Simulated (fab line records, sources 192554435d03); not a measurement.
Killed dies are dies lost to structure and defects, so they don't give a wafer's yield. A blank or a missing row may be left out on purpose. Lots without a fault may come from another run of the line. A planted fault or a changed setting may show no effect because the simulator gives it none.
fab line records | flow n5_finfet
record lots=9 wafers=26 last_day=18
route steps=1938 shown BEOL_M0_SAQP@667 BEOL_M4@1111 PASSIVATION@1936
lots that met no fault: from a run of the same line without faults
start_h: hours from the record's first day to the start of the lot's first wafer shown | wait_h: hours since the lot's step before | " the same as in the row above | L1.1+2: a row that stands for several wafers | - no value, or no start given | * or withheld: withheld | < > ~ a bound
route shown NAME@n: a module of which the file shows steps, and the number in the route of the first | usual: mean/standard deviation of fault-free wafers | same: alike in all rows | chamber/n: place in a boat | sites: the reading at each site | _std_site: their standard deviation | _edge_site: outer sites' mean less inner sites' | radius_mm: how far each site lies from the wafer's centre | mask NAME#n: copy n | behind: the tool/chamber that last shaped the wafer | hold: why the lot was held/for how many hours/how that ended | device: the transistor (n, p or np) that didn't switch | end of line: the same wafers' tests at the end of the route | a step without rows: its recipe alone | killed: dies lost to structure and defects at the first sort, not the wafer's yield | map: a wafer's dies, x killed, . not, _ none there
set.NAME: the setting as run; set.NAME@STEP: as run at that earlier step | model.NAME: the simulator's own value behind a step, which no gauge read
steps of the route over a sample of lots; a table a step, a row a wafer
services: from which hour (start_h, from the record's first day; less than 0 if before it) a tool's chamber was out of use, for how many hours, and why
## steps
# step N5_BEOL_M0_SAQP_ETCH_101
# recipe chemistry=CH3F/O2 target=SiNx mask_material=SiO2 target_depth_a=299 time_s=42.7 pressure_mtorr=30 source_w=395 bias_w=73 Ar_flow_sccm=150 CH3F_flow_sccm=30 O2_flow_sccm=20 ion_energy_ev=120
# usual CH3F_flow_sccm=29.98/0.084 drypump_motor_current_A=5.7/0.45 oes_product_au=0.75/0.06 rf_vpp_V=298/4.5 showerhead_plenum_p_Torr=2.01/0.078 throttle_valve_pct=16.46/0.18
# same time_s=42.7
# columns lot.wafer tool chamber start_h wait_h CH3F_flow_sccm drypump_motor_current_A oes_product_au rf_hours_counter_h rf_vpp_V showerhead_plenum_p_Torr throttle_valve_pct
L861.2 rie_diel-06 1 123.09 0.1 30.06 5.5 0.80 105 300 1.85 16.14
L861.3 " 0 " " 30.12 5.6 0.75 170 297 2.07 16.54
L861.5 " 0 " " 30.07 5.6 0.75 - 295 2.07 16.53
L864.2 rie_diel-04 2 140.66 0.0 29.97 5.9 0.87 41 290 2.03 16.15
L864.3 " 1 " " 30.02 5.4 0.73 207 301 2.06 16.73
L864.6 " 2 " " 29.95 5.9 0.86 - 290 2.03 16.13
L865.1 rie_diel-06 3 145.18 0.4 30.02 6.2 0.72 217 295 1.97 16.50
L865.3 " 0 " " 30.20 5.6 0.74 178 295 2.07 16.54
L865.5 " 3 " " 30.03 6.1 0.73 - 296 1.97 16.50
L866.1 rie_diel-04 3 154.49 0.3 29.87 6.0 0.70 218 297 2.06 16.42
L866.3 " 0 " " 29.91 5.3 0.76 160 306 2.09 16.48
L866.6 " 0 " " 29.94 5.3 0.76 - 306 2.09 16.48
L869.1 rie_diel-04 3 174.15 0.0 30.16 6.0 0.69 227 295 2.06 16.44
L869.2 " 2 " " 30.01 5.8 0.84 56 291 2.03 16.17
L869.4 " 1 " " 30.07 5.4 0.70 223 303 2.05 16.77
L870.2 rie_diel-06 1 179.38 0.0 30.08 5.6 0.78 128 301 1.84 16.17
L870.3 " 3 " " 29.94 6.2 0.72 232 295 1.97 16.54
L870.5 " 3 " " 30.17 6.2 0.72 - 295 1.97 16.53
L871.1 rie_diel-01 2 188.85 0.0 30.03 5.1 0.76 141 296 2.11 16.53
L871.4 " 3 " " 29.89 6.0 0.69 230 305 1.98 16.39
L871.6 " 0 " " 29.99 6.2 0.70 - 295 1.90 16.67
L880.1 rie_diel-01 0 246.47 0.0 30.08 6.2 0.69 211 296 1.89 16.73
L880.6 " 0 " " 29.99 6.2 0.68 - 295 1.89 16.71
L882.1 rie_diel-04 1 255.89 0.0 29.88 5.4 0.70 246 303 2.04 16.81
L882.3 " 0 " " 30.14 5.3 0.73 195 305 2.08 16.54
L882.5 " 0 " " 30.07 5.3 0.74 - 306 2.08 16.55
# step N5_BEOL_M0_SAQP_RECESS_104
# recipe chemistry=HF/NH3 target=SiO2 target_depth_a=180 afs_cycles=3 temp_c=30 sublimation_temp_c=180 sublimation_time_s=60
# usual drypump_motor_current_A=5.88/0.22
# columns lot.wafer tool chamber start_h wait_h drypump_motor_current_A
L861.2 vapor_etch-02 1 123.31 0.1 6.07
L861.3 " 0 " " 6.01
L861.5 " 1 " " 6.10
L864.2 vapor_etch-01 1 140.88 0.1 5.54
L864.3 " 0 " " 5.70
L864.6 " 1 " " 5.54
L865.1 vapor_etch-01 0 145.40 0.1 5.70
L865.3 " 0 " " 5.70
L865.5 " 1 " " 5.55
L866.1 vapor_etch-01 0 154.71 0.1 5.70
L866.3 " 1 " " 5.55
L866.6 " 0 " " 5.69
L869.1 vapor_etch-01 0 174.37 0.1 5.70
L869.2 " 1 " " 5.56
L869.4 " 0 " " 5.70
L870.2 vapor_etch-01 0 179.60 0.1 5.69
L870.3 " 0 " " 5.70
L870.5 " 1 " " 5.53
L871.1 vapor_etch-02 1 189.07 0.1 6.08
L871.4 " 0 " " 6.01
L871.6 " 0 " " 5.99
L880.1 vapor_etch-02 1 246.69 0.1 6.11
L880.6 " 0 " " 6.02
L882.1 vapor_etch-01 1 256.10 0.1 5.56
L882.3 " 1 " " 5.54
L882.5 " 1 " " 5.54
# step N5_BEOL_M0_SAQP_ETCH_88
# recipe chemistry=N2/H2 target=underlayer target_depth_a=65 time_s=5.2 ion_energy_ev=200 mask_material=CAR-EUV pressure_mtorr=30 source_w=840 bias_w=150 n2_flow_sccm=200 h2_flow_sccm=200 ends=cleared
# usual drypump_motor_current_A=5.7/0.48 etch_rf_on_time_s=5.18/0.12 oes_product_au=0.65/0.062 rf_vpp_V=524/3.4 showerhead_plenum_p_Torr=2.55/0.11 throttle_valve_pct=17.94/0.22
# columns lot.wafer tool chamber start_h wait_h drypump_motor_current_A etch_rf_on_time_s oes_product_au rf_hours_counter_h rf_vpp_V showerhead_plenum_p_Torr throttle_valve_pct
L861.2 rie_diel-06 1 126.94 0.0 5.6 5.07 0.68 107 520 2.38 17.84
L861.3 " 0 " " 5.6 5.27 0.63 172 525 2.63 18.00
L861.5 " 0 " " 5.6 5.28 0.64 - 527 2.63 18.01
L864.2 rie_diel-04 1 142.92 0.0 5.4 5.05 0.61 207 525 2.63 18.45
L864.3 " 2 " " 5.9 5.29 0.73 42 524 2.57 17.51
L864.6 " 2 " " 5.9 5.27 0.75 - 524 2.57 17.51
L865.1 rie_diel-06 2 148.77 0.0 4.8 5.14 0.86 0 528 2.72 17.63
L865.3 " 3 " " 6.2 5.04 0.63 219 524 2.50 17.93
L865.5 " 2 " " 4.8 5.08 0.86 - 531 2.72 17.60
L866.1 rie_diel-06 1 157.49 0.0 5.6 5.09 0.67 120 516 2.37 17.83
L866.3 " 3 " " 6.2 4.97 0.62 224 521 2.50 17.95
L866.6 " 3 " " 6.2 4.97 0.63 - 523 2.50 17.96
L869.1 rie_diel-06 2 176.72 0.0 4.8 5.09 0.80 13 529 2.71 17.63
L869.2 " 0 " " 5.6 5.33 0.62 192 526 2.62 18.05
L869.4 " 3 " " 6.1 4.98 0.62 232 524 2.50 17.99
L870.2 rie_diel-04 0 183.67 0.0 5.4 5.14 0.65 172 527 2.63 17.82
L870.3 " 2 " " 5.9 5.36 0.71 59 526 2.56 17.57
L870.5 " 0 " " 5.3 5.17 0.65 - 527 2.63 17.83
L871.1 rie_diel-01 1 191.29 0.0 6.4 5.19 0.65 163 520 2.55 18.09
L871.4 " 3 " " 5.9 5.28 0.58 231 524 2.51 17.87
L871.6 " 2 " " 5.1 5.34 0.65 - 529 2.64 17.81
L880.1 rie_diel-04 0 249.12 0.0 5.3 5.26 0.63 193 524 2.62 17.89
L880.6 " 0 " " 5.4 5.19 0.64 - 526 2.62 17.89
L882.1 rie_diel-01 0 258.07 0.0 6.2 5.33 0.60 215 523 2.40 18.15
L882.3 " 3 " " 5.9 5.31 0.58 250 522 2.51 17.93
L882.5 " 0 " " 6.2 5.32 0.59 - 521 2.40 18.16
# step N5_BEOL_M0_SAQP_ETCH_49
# recipe chemistry=CF4/O2 target_depth_a=370 target=SiO2 pressure_mtorr=40 source_w=535 bias_w=49 Ar_flow_sccm=100 cf4_flow_sccm=100 O2_flow_sccm=10 ion_energy_ev=100
# usual drypump_motor_current_A=5.7/0.45 oes_product_au=0.75/0.06 rf_vpp_V=241/3.9 showerhead_plenum_p_Torr=2.22/0.08 throttle_valve_pct=15.96/0.18
# columns lot.wafer tool chamber start_h wait_h drypump_motor_current_A oes_product_au rf_hours_counter_h rf_vpp_V showerhead_plenum_p_Torr throttle_valve_pct
L861.2 rie_diel-01 1 127.72 0.3 6.4 0.77 153 241 2.20 16.00
L861.3 " 3 " " 5.9 0.69 222 247 2.19 15.87
L861.5 " 3 " " 5.9 0.69 - 247 2.19 15.85
L864.2 rie_diel-06 3 143.70 0.3 6.1 0.72 216 239 2.17 15.97
L864.3 " 1 " " 5.6 0.79 113 244 2.05 15.70
L864.6 " 1 " " 5.6 0.79 - 244 2.05 15.69
L865.1 rie_diel-04 1 149.81 0.5 5.5 0.71 211 246 2.26 16.24
L865.3 " 3 " " 6.0 0.70 215 241 2.28 15.97
L865.5 " 3 " " 6.0 0.70 - 239 2.28 15.98
L866.1 rie_diel-04 1 158.26 0.3 5.4 0.70 215 245 2.26 16.23
L866.3 " 2 " " 5.9 0.85 49 233 2.24 15.68
L866.6 " 1 " " 5.4 0.70 - 246 2.26 16.23
L869.1 rie_diel-01 0 177.75 0.5 6.2 0.71 192 240 2.11 16.21
L869.2 " 3 " " 5.9 0.69 227 249 2.19 15.88
L869.4 " 1 " " 6.4 0.76 159 243 2.20 16.05
L870.2 rie_diel-06 0 184.97 0.3 5.6 0.73 194 238 2.27 16.04
L870.3 " 1 " " 5.5 0.77 130 244 2.05 15.72
L870.5 " 0 " " 5.6 0.73 - 239 2.27 16.03
L871.1 rie_diel-01 2 192.06 0.3 5.1 0.78 142 241 2.31 15.99
L871.4 " 1 " " 6.4 0.76 163 242 2.20 16.03
L871.6 " 1 " " 6.4 0.76 - 242 2.20 16.03
L880.1 rie_diel-01 0 249.89 0.3 6.2 0.92 213 241 2.10 16.26
L880.6 " 0 " " 6.2 0.93 - 240 2.10 16.28
L882.1 rie_diel-06 0 258.86 0.3 5.6 0.72 215 240 2.26 16.08
L882.3 " 2 " " 4.8 0.87 36 240 2.33 15.70
L882.5 " 0 " " 5.6 0.72 - 240 2.26 16.10
# step N5_BEOL_M4_RC_MEAS_101
# usual DIBL_N=35.9/1.8 DIBL_P=36.2/2 IOFF_N=0.16/0.031 IOFF_P=0.22/0.041 ION_N=676/11 ION_P=465/8.5 SS_N=71.4/0.64 SS_P=73.2/0.7 VT_N=250/3.5 VT_P=-250/3.9
# columns lot.wafer tool chamber start_h wait_h DIBL_N[mV/V] DIBL_P[mV/V] IOFF_N[nA/um] IOFF_P[nA/um] ION_N[uA/um] ION_P[uA/um] SS_N[mV/dec] SS_P[mV/dec] VT_N[mV] VT_P[mV]
L861.2 prober-02 0 182.35 0.2 36.6 35.9 0.17 0.19 673 449 71.5 73.4 250 -251
L861.3 " 0 " " 33.5 32.5 0.11 0.15 657 450 70.8 71.8 252 -254
L861.5 " 0 " " 35.1 35.4 0.15 0.18 676 457 71.1 72.0 250 -251
L865.1 prober-02 0 203.17 0.0 36.7 36.8 0.15 0.18 670 456 70.9 73.6 252 -256
L865.3 " 0 " " 38.2 39.8 0.19 0.24 684 464 71.9 73.7 248 -250
L865.5 " 0 " " 37.1 37.2 0.15 0.20 666 458 70.8 73.7 251 -253
L866.1 prober-01 0 214.18 0.0 34.1 32.5 0.12 0.19 672 468 71.3 72.5 253 -250
L866.3 " 0 " " 36.5 35.7 0.17 0.24 682 464 71.4 73.8 247 -247
L866.6 " 0 " " 36.3 35.0 0.16 0.22 675 459 71.6 72.7 249 -247
L864.2 prober-02 0 214.88 0.2 35.2 35.6 0.13 0.18 658 448 72.0 73.5 252 -258
L864.3 " 0 " " 36.6 37.7 0.16 0.22 671 462 72.2 73.9 248 -254
L864.6 " 0 " " 34.1 34.7 0.12 0.16 672 462 71.5 73.3 252 -255
L869.1 prober-01 0 238.30 0.0 36.8 36.0 0.13 0.19 653 450 72.2 72.7 256 -252
L869.2 " 0 " " 37.4 37.1 0.16 0.21 679 465 71.1 73.3 248 -253
L869.4 " 0 " " 38.1 37.7 0.18 0.24 680 473 72.2 73.7 249 -250
L870.2 prober-01 0 242.24 0.2 36.9 35.8 0.16 0.21 675 461 72.6 73.1 249 -250
L870.3 " 0 " " 35.8 34.5 0.14 0.19 665 453 71.9 73.6 251 -252
L870.5 " 0 " " 37.7 36.8 0.17 0.23 680 463 71.8 73.5 249 -247
L871.1 prober-02 0 243.81 0.0 35.2 36.3 0.16 0.22 689 471 71.2 74.0 249 -249
L871.4 " 0 " " 35.5 36.5 0.17 0.22 673 463 71.4 74.3 247 -249
L871.6 " 0 " " 32.4 32.3 0.11 0.17 650 456 71.5 72.7 256 -249
L880.1 prober-01 0 303.26 0.0 36.2 34.7 0.17 0.22 680 459 71.8 73.0 247 -251
L880.6 " 0 " " 34.6 33.0 0.15 0.19 670 459 71.1 72.4 250 -251
L882.1 prober-02 0 321.11 0.0 35.7 35.5 0.13 0.15 676 456 70.6 73.4 250 -258
L882.3 " 0 " " 35.4 35.8 0.13 0.15 678 464 70.6 72.5 254 -259
L882.5 " 0 " " 35.6 36.1 0.14 0.15 675 452 71.2 73.0 249 -256
# step N5_PASSIVATION_PROBE_49
# usual defect_limited_yield=91.3/1.3 killed_at_M0_to_M3=35/9.3 killed_at_M4_up=14/5.2 killed_at_contacts=12/5.9 killed_at_front_end=38/11 killed_at_other=4/3.7 killed_dies=103/15 killed_open=67/12 killed_short=34/8 sort_bin_5_function=5.1/0.88 sort_bin_6_memory=3.3/0.65 sort_n_pass=1077/15 sort_yield_pct=91.3/1.3
# same gross_dies=1180 killed_at_back_side=0 sort_bin_4_leakage[%]=0 sort_bin_8_speed[%]=0
# columns lot.wafer tool chamber start_h wait_h defect_limited_yield[%] killed_at_M0_to_M3 killed_at_M4_up killed_at_contacts killed_at_front_end killed_at_other killed_dies killed_open killed_short sort_bin_5_function[%] sort_bin_6_memory[%] sort_n_pass sort_yield_pct[%]
L880.6 prober-02 - 414.72 0.3 91.2 29 11 14 50 0 104 73 31 4.7 4.0 1076 91.2
# killed by level:class
L880.6 MOL_CONTACT_COAG:geometric_particle:open=12 STI_FIN_REVEAL:geometric_particle:open=11 BEOL_M0_SAQP:geometric_particle:short=10 FIN_SAQP:geometric_particle:open=9 DUMMY_GATE:geometric_particle:open=7 FIN_SAQP:geometric_particle:short=6 BEOL_M0_SAQP:geometric_particle:open=6 BEOL_M3:geometric_particle:open=6
## services
# columns tool chamber start_h hours kind
rie_diel-01 0 107.52 8.7 repair
rie_diel-06 2 130.38 - clean
rie_diel-06 2 130.38 - consumable_replace:focus_ring
rie_diel-06 2 130.38 - consumable_replace:showerhead
rie_diel-06 2 130.38 17.2 scheduled_down
rie_diel-06 2 130.38 17.2 vent_cycle
rie_diel-01 - 142.97 28.1 pm
rie_diel-06 - 151.78 0.2 repair
vapor_etch-02 - 152.97 2.8 pm
vapor_etch-02 - 160.03 0.9 repair
vapor_etch-01 0 183.39 5.4 repair
vapor_etch-01 1 235.55 2.4 repair
rie_diel-06 3 242.81 - clean
rie_diel-06 3 242.81 - consumable_replace:focus_ring
rie_diel-06 3 242.81 17.0 scheduled_down
rie_diel-06 3 242.81 17.0 vent_cycle
rie_diel-01 2 244.51 16.5 repair
rie_diel-04 3 251.21 - clean
rie_diel-04 3 251.21 - consumable_replace:focus_ring
rie_diel-04 3 251.21 22.0 scheduled_down
rie_diel-04 3 251.21 22.0 vent_cycle
## key
first_sign step=N5_BEOL_M0_SAQP_ETCH_49 reading=oes_product_au direction=up sigmas=3 usual=0.75 struck=0.92
effect none on later readings
met_at N5_BEOL_M0_SAQP_ETCH_49
struck_lots L880
struck_wafers L880.1,L880.6
not_acting_at N5_BEOL_M0_SAQP_ETCH_101,N5_BEOL_M0_SAQP_RECESS_104,N5_BEOL_M0_SAQP_ETCH_88
onset_between 192.06 249.89
fault kind=process_parameter_drift tool=rie_diel-01 chamber=- onset_h=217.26 steps=N5_BEOL_M0_SAQP_ETCH_49 channel=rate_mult offset=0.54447 shape=step end_h=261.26 scope=struck_wafers_only
